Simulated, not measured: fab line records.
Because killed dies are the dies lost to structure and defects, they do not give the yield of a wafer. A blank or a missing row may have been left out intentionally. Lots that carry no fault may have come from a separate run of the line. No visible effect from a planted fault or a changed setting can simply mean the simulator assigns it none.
Matching of chambers | flow n5 finfet | pecvd-02 running N5_BEOL_M0_SAQP_PECVD_97: 3 sister chambers
The step deposits SiNx from SiH4/NH3/N2, target thk 23 nm, time 19.9 s. 6 wafers are shown with their chamber, then 9 later ones without.

WAFERS WITH THEIR CHAMBER
wafer  | chamber | showerhead plenum p Torr (Torr) | throttle valve pct (%)
L086.4 | 2       | 5.12                            | 36.5
L087.3 | 2       | 5.13                            | 36.6
L087.5 | 0       | 5.27                            | 40.1
L091.3 | 1       | 5.11                            | 38.6
L091.4 | 0       | 5.27                            | 40.4
L091.6 | 1       | 5.11                            | 38.7

WAFERS WITHOUT THEIR CHAMBER
wafer  | showerhead plenum p Torr (Torr) | throttle valve pct (%)
L093.1 | 5.26                            | 40.2
L093.4 | 5.28                            | 40.3
L093.6 | 5.11                            | 38.7
L094.1 | 5.13                            | 36.5
L094.2 | 5.12                            | 38.3
L094.3 | 5.28                            | 40.4
L096.1 | 5.28                            | 40.5
L096.3 | 5.12                            | 36.6
L096.5 | 5.12                            | 39.0

CHAMBER TAKEN BY EACH
wafer  | from the rows above | in truth
L093.1 | 0                   | 0
L093.4 | 0                   | 0
L093.6 | 1                   | 1
L094.1 | 2                   | 2
L094.2 | 1                   | 1
L094.3 | 0                   | 0
L096.1 | 0                   | 0
L096.3 | 2                   | 2
L096.5 | 1                   | 1
Placed correctly: 9 of 9. Left unplaced by these rows: 0. 0 placed wrongly.
How it was worked out, from the rows above alone: a wafer's distance from a chamber is the root of the sum, over the readings, of the square of ((its reading less the chamber's mean) divided by the reading's scatter). If the next closest chamber is less than 2 further off than the closest, the wafer can't be placed; otherwise it belongs to the closest. The mean given for a chamber averages the wafers shown for that chamber. How the scatter is found: for the shown wafers, subtract from each reading the mean of its chamber, square and add these, divide the total by (wafers less chambers), then take the root.
